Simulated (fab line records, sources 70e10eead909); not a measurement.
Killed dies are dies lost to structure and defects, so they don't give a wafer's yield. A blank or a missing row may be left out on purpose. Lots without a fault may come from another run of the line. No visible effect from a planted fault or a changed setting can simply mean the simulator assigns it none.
What tool caused it? :: flow nandHarc :: Sampling: 13 lots, 39 wafers, 4 of 1159 route steps

WHAT THE GAUGES SHOWED, per wafer
NHARC_P_GATE_CD_MEAS_46: the cd target is 720 nm. Usual: cdNm 719.8 nm, standard deviation 1.2.
lot: L230
measured: day 5 07:12
on: cdSem-02
cdNm (nm): 718.5 720.2 719.4
flag: 

lot: L232
measured: day 5 13:56
on: cdSem-02
cdNm (nm): 717.8 718.5 718.0
flag: 

lot: L233
measured: day 6 03:48
on: cdSem-02
cdNm (nm): 720.1 719.7 718.3
flag: 

lot: L234
measured: day 6 11:45
on: cdSem-02
cdNm (nm): 719.0 718.9 720.9
flag: 

lot: L235
measured: day 6 12:08
on: cdSem-02
cdNm (nm): 716.5 716.5 718.2
flag: 

lot: L236
measured: day 6 22:03
on: cdSem-02
cdNm (nm): 721.0 720.1 720.5
flag: 

lot: L237
measured: day 7 02:19
on: cdSem-01
cdNm (nm): 717.4 718.3 718.1
flag: 

lot: L238
measured: day 7 10:55
on: cdSem-02
cdNm (nm): 721.2 720.5 720.2
flag: 

lot: L239
measured: day 7 10:34
on: cdSem-02
cdNm (nm): 718.5 720.6 719.0
flag: 

lot: L240
measured: day 8 04:10
on: cdSem-02
cdNm (nm): 720.7 720.5 719.1
flag: 

lot: L243
measured: day 8 16:38
on: cdSem-02
cdNm (nm): - - -
flag: OFF

lot: L252
measured: day 10 14:07
on: cdSem-03
cdNm (nm): 720.6 721.8 719.0
flag: 

lot: L253
measured: day 10 13:56
on: cdSem-03
cdNm (nm): 720.8 720.0 720.4
flag: 

EACH LOT AND THE TOOL THAT RAN IT (in order: tool; ch and the chambers of the sampled wafers; start)
lot: L230
NHARC_P_ZERO_WELL_DESCUM_13: rieDiel-07 ch 0,2, day 1 13:24
NHARC_P_GATE_DESCUM_31: rieDiel-05 ch 0,3, day 4 19:31
NHARC_P_GATE_EXPOSE_43: krfScanner-01 ch 0, day 5 07:02

lot: L232
NHARC_P_ZERO_WELL_DESCUM_13: rieDiel-07 ch 0,2,3, day 2 01:16
NHARC_P_GATE_DESCUM_31: rieDiel-01 ch 0,1,2, day 5 01:59
NHARC_P_GATE_EXPOSE_43: krfScanner-01 ch 0, day 5 13:47

lot: L233
NHARC_P_ZERO_WELL_DESCUM_13: rieDiel-07 ch 0,1,3, day 2 07:26
NHARC_P_GATE_DESCUM_31: rieDiel-13 ch 1,2, day 5 15:54
NHARC_P_GATE_EXPOSE_43: krfScanner-01 ch 0, day 6 03:38

lot: L234
NHARC_P_ZERO_WELL_DESCUM_13: rieDiel-12 ch 0,1,2, day 2 13:25
NHARC_P_GATE_DESCUM_31: rieDiel-05 ch 2,3, day 5 23:46
NHARC_P_GATE_EXPOSE_43: krfScanner-03 ch 0, day 6 11:36

lot: L235
NHARC_P_ZERO_WELL_DESCUM_13: rieDiel-11 ch 1,2,3, day 2 19:24
NHARC_P_GATE_DESCUM_31: rieDiel-05 ch 0,2,3, day 6 00:12
NHARC_P_GATE_EXPOSE_43: krfScanner-03 ch 0, day 6 11:58

lot: L236
NHARC_P_ZERO_WELL_DESCUM_13: rieDiel-11 ch 0,3, day 3 01:20
NHARC_P_GATE_DESCUM_31: rieDiel-13 ch 1,2, day 6 10:00
NHARC_P_GATE_EXPOSE_43: krfScanner-03 ch 0, day 6 21:53

lot: L237
NHARC_P_ZERO_WELL_DESCUM_13: rieDiel-11 ch 0,1,3, day 3 07:24
NHARC_P_GATE_DESCUM_31: rieDiel-05 ch 0,2,3, day 6 12:21
NHARC_P_GATE_EXPOSE_43: krfScanner-04 ch 0, day 7 02:10

lot: L238
NHARC_P_ZERO_WELL_DESCUM_13: rieDiel-12 ch 1,2,3, day 3 13:24
NHARC_P_GATE_DESCUM_31: rieDiel-05 ch 1,2,3, day 6 22:44
NHARC_P_GATE_EXPOSE_43: krfScanner-03 ch 0, day 7 10:45

lot: L239
NHARC_P_ZERO_WELL_DESCUM_13: rieDiel-12 ch 0,2, day 3 19:25
NHARC_P_GATE_DESCUM_31: rieDiel-13 ch 0,1,2, day 6 22:37
NHARC_P_GATE_EXPOSE_43: krfScanner-04 ch 0, day 7 10:25

lot: L240
NHARC_P_ZERO_WELL_DESCUM_13: rieDiel-07 ch 0,3, day 4 01:24
NHARC_P_GATE_DESCUM_31: rieDiel-05 ch 0,1, day 7 12:19
NHARC_P_GATE_EXPOSE_43: krfScanner-03 ch 0, day 8 04:00

lot: L243
NHARC_P_ZERO_WELL_DESCUM_13: rieDiel-11 ch 1,2,3, day 4 19:25
NHARC_P_GATE_DESCUM_31: rieDiel-05 ch 0,1,2, day 8 04:49
NHARC_P_GATE_EXPOSE_43: krfScanner-03 ch 0, day 8 16:29

lot: L252
NHARC_P_ZERO_WELL_DESCUM_13: rieDiel-07 ch 2,3, day 7 01:23
NHARC_P_GATE_DESCUM_31: rieDiel-01 ch 0,1,3, day 10 02:16
NHARC_P_GATE_EXPOSE_43: krfScanner-03 ch 0, day 10 13:58

lot: L253
NHARC_P_ZERO_WELL_DESCUM_13: rieDiel-07 ch 0,1,3, day 7 07:33
NHARC_P_GATE_DESCUM_31: rieDiel-05 ch 0,3, day 10 01:53
NHARC_P_GATE_EXPOSE_43: krfScanner-04 ch 0, day 10 13:47
- NHARC_P_ZERO_WELL_DESCUM_13: chemistry O2, time 3 s.
- NHARC_P_GATE_DESCUM_31: chemistry O2, time 3 s.
- NHARC_P_GATE_EXPOSE_43: exposes mask P NSD, target cd 720 nm.

AS READ BY THE TOOLS THEMSELVES (means over the sampled wafers that have a number; for cases with no such wafer, the mark the record gives instead)
NHARC_P_ZERO_WELL_DESCUM_13. Usual: drypumpMotorCurrentA 5.8 A, standard deviation 0.34; oesProductAu 0.999 a.u., standard deviation 0.0077; rfVppV 58.1 V, standard deviation 0.94; showerheadPlenumPTorr 1.95 Torr, standard deviation 0.084; throttleValvePct 11.311 %, standard deviation 0.0091.
lot: L230
tool: rieDiel-07
drypumpMotorCurrentA (A): 5.7
oesProductAu (a.u.): 0.993
rfVppV (V): 57.7
showerheadPlenumPTorr (Torr): 1.98
throttleValvePct (%): 11.317
flag: 

lot: L232
tool: rieDiel-07
drypumpMotorCurrentA (A): 5.8
oesProductAu (a.u.): 0.988
rfVppV (V): 58.9
showerheadPlenumPTorr (Torr): 1.98
throttleValvePct (%): 11.313
flag: 

lot: L233
tool: rieDiel-07
drypumpMotorCurrentA (A): 6.0
oesProductAu (a.u.): 0.997
rfVppV (V): 58.0
showerheadPlenumPTorr (Torr): 1.95
throttleValvePct (%): 11.312
flag: 

lot: L234
tool: rieDiel-12
drypumpMotorCurrentA (A): 5.6
oesProductAu (a.u.): 1.007
rfVppV (V): 57.6
showerheadPlenumPTorr (Torr): 2.02
throttleValvePct (%): 11.317
flag: 

lot: L235
tool: rieDiel-11
drypumpMotorCurrentA (A): 5.9
oesProductAu (a.u.): 1.002
rfVppV (V): 57.7
showerheadPlenumPTorr (Torr): 1.91
throttleValvePct (%): 11.305
flag: 

lot: L236
tool: rieDiel-11
drypumpMotorCurrentA (A): 6.0
oesProductAu (a.u.): 1.006
rfVppV (V): 58.1
showerheadPlenumPTorr (Torr): 1.86
throttleValvePct (%): 11.318
flag: 

lot: L237
tool: rieDiel-11
drypumpMotorCurrentA (A): 5.9
oesProductAu (a.u.): 0.986
rfVppV (V): 58.1
showerheadPlenumPTorr (Torr): 1.91
throttleValvePct (%): 11.308
flag: 

lot: L238
tool: rieDiel-12
drypumpMotorCurrentA (A): 5.4
oesProductAu (a.u.): 1.000
rfVppV (V): 58.8
showerheadPlenumPTorr (Torr): 1.99
throttleValvePct (%): 11.307
flag: 

lot: L239
tool: rieDiel-12
drypumpMotorCurrentA (A): 5.7
oesProductAu (a.u.): 0.995
rfVppV (V): 59.0
showerheadPlenumPTorr (Torr): 2.05
throttleValvePct (%): 11.310
flag: 

lot: L240
tool: rieDiel-07
drypumpMotorCurrentA (A): 6.1
oesProductAu (a.u.): 0.999
rfVppV (V): 58.3
showerheadPlenumPTorr (Torr): 2.01
throttleValvePct (%): 11.318
flag: 

lot: L243
tool: rieDiel-11
drypumpMotorCurrentA (A): 5.9
oesProductAu (a.u.): 1.002
rfVppV (V): 58.4
showerheadPlenumPTorr (Torr): 1.91
throttleValvePct (%): 11.313
flag: 

lot: L252
tool: rieDiel-07
drypumpMotorCurrentA (A): 5.7
oesProductAu (a.u.): 0.995
rfVppV (V): 58.7
showerheadPlenumPTorr (Torr): 1.96
throttleValvePct (%): 11.313
flag: 

lot: L253
tool: rieDiel-07
drypumpMotorCurrentA (A): 6.0
oesProductAu (a.u.): 1.001
rfVppV (V): 58.3
showerheadPlenumPTorr (Torr): 1.95
throttleValvePct (%): 11.304
flag: 

NHARC_P_GATE_DESCUM_31. Usual: drypumpMotorCurrentA 5.6 A, standard deviation 0.56; oesProductAu 0.997 a.u., standard deviation 0.0074; rfVppV 57.7 V, standard deviation 0.83; showerheadPlenumPTorr 1.89 Torr, standard deviation 0.056; throttleValvePct 11.311 %, standard deviation 0.0096.
lot: L230
tool: rieDiel-05
drypumpMotorCurrentA (A): 5.5
oesProductAu (a.u.): 1.004
rfVppV (V): 58.1
showerheadPlenumPTorr (Torr): 1.89
throttleValvePct (%): 11.311
flag: 

lot: L232
tool: rieDiel-01
drypumpMotorCurrentA (A): 5.9
oesProductAu (a.u.): 0.994
rfVppV (V): 58.1
showerheadPlenumPTorr (Torr): 1.97
throttleValvePct (%): 11.307
flag: 

lot: L233
tool: rieDiel-13
drypumpMotorCurrentA (A): 6.4
oesProductAu (a.u.): 0.991
rfVppV (V): 58.4
showerheadPlenumPTorr (Torr): 1.83
throttleValvePct (%): 11.319
flag: 

lot: L234
tool: rieDiel-05
drypumpMotorCurrentA (A): 4.8
oesProductAu (a.u.): 1.001
rfVppV (V): 56.8
showerheadPlenumPTorr (Torr): 1.91
throttleValvePct (%): 11.313
flag: 

lot: L235
tool: rieDiel-05
drypumpMotorCurrentA (A): 5.2
oesProductAu (a.u.): 1.005
rfVppV (V): 58.3
showerheadPlenumPTorr (Torr): 1.90
throttleValvePct (%): 11.310
flag: 

lot: L236
tool: rieDiel-13
drypumpMotorCurrentA (A): 6.4
oesProductAu (a.u.): 1.004
rfVppV (V): 57.5
showerheadPlenumPTorr (Torr): 1.82
throttleValvePct (%): 11.313
flag: 

lot: L237
tool: rieDiel-05
drypumpMotorCurrentA (A): 5.2
oesProductAu (a.u.): 0.996
rfVppV (V): 57.3
showerheadPlenumPTorr (Torr): 1.90
throttleValvePct (%): 11.315
flag: 

lot: L238
tool: rieDiel-05
drypumpMotorCurrentA (A): 5.3
oesProductAu (a.u.): 1.003
rfVppV (V): 57.6
showerheadPlenumPTorr (Torr): 1.89
throttleValvePct (%): 11.315
flag: 

lot: L239
tool: rieDiel-13
drypumpMotorCurrentA (A): 6.1
oesProductAu (a.u.): 1.000
rfVppV (V): 58.0
showerheadPlenumPTorr (Torr): 1.84
throttleValvePct (%): 11.300
flag: 

lot: L240
tool: rieDiel-05
drypumpMotorCurrentA (A): 6.0
oesProductAu (a.u.): 0.996
rfVppV (V): 56.6
showerheadPlenumPTorr (Torr): 1.86
throttleValvePct (%): 11.325
flag: 

lot: L243
tool: rieDiel-05
drypumpMotorCurrentA (A): 5.6
oesProductAu (a.u.): 1.007
rfVppV (V): 57.9
showerheadPlenumPTorr (Torr): 1.88
throttleValvePct (%): 11.301
flag: 

lot: L252
tool: rieDiel-01
drypumpMotorCurrentA (A): 5.7
oesProductAu (a.u.): 0.994
rfVppV (V): 57.4
showerheadPlenumPTorr (Torr): 1.98
throttleValvePct (%): 11.308
flag: 

lot: L253
tool: rieDiel-05
drypumpMotorCurrentA (A): 5.5
oesProductAu (a.u.): 0.995
rfVppV (V): 57.5
showerheadPlenumPTorr (Torr): 1.88
throttleValvePct (%): 11.306
flag: 

NHARC_P_GATE_EXPOSE_43. Usual: stageVelMmS 500.05 mm/s, standard deviation 0.26.
lot: L230
tool: krfScanner-01
stageVelMmS (mm/s): 500.03
flag: 

lot: L232
tool: krfScanner-01
stageVelMmS (mm/s): 500.03
flag: 

lot: L233
tool: krfScanner-01
stageVelMmS (mm/s): 500.10
flag: 

lot: L234
tool: krfScanner-03
stageVelMmS (mm/s): 499.85
flag: 

lot: L235
tool: krfScanner-03
stageVelMmS (mm/s): 500.06
flag: 

lot: L236
tool: krfScanner-03
stageVelMmS (mm/s): 499.76
flag: 

lot: L237
tool: krfScanner-04
stageVelMmS (mm/s): 499.98
flag: 

lot: L238
tool: krfScanner-03
stageVelMmS (mm/s): 499.73
flag: 

lot: L239
tool: krfScanner-04
stageVelMmS (mm/s): 499.76
flag: 

lot: L240
tool: krfScanner-03
stageVelMmS (mm/s): 500.30
flag: 

lot: L243
tool: krfScanner-03
stageVelMmS (mm/s): 500.14
flag: 

lot: L252
tool: krfScanner-03
stageVelMmS (mm/s): 500.09
flag: 

lot: L253
tool: krfScanner-04
stageVelMmS (mm/s): 500.25
flag: 

THE ANSWER, worked out from the rows above alone
Rule: lot off if the mean of its wafers having a number is beyond 3 standard deviations from the usual mean. Also off: a lot with no number at a reading for which 4 or more lots have one. All remaining lots with rows at the step are treated as sound. After the gauges, taken in route order, come the tools' own readings; for these a lot's mean is taken, as printed above. At the first step where some lot is off, the reading lying furthest off is the one used; lots without a number count as furthest.
Off at NHARC_P_GATE_CD_MEAS_46 (cdNm): L243. Without a number there: L243.
If a tool, at a process step before that reading, ran all the lots that are off and no sound lot after the first of them, it fits. Gauges at NHARC_P_GATE_CD_MEAS_46: tried the same way as those tools. 2 tools fit, rieDiel-11 at NHARC_P_ZERO_WELL_DESCUM_13 and cdSem-02 at NHARC_P_GATE_CD_MEAS_46, so this cannot tell which one it is.

WHAT THE SIMULATOR PUT IN
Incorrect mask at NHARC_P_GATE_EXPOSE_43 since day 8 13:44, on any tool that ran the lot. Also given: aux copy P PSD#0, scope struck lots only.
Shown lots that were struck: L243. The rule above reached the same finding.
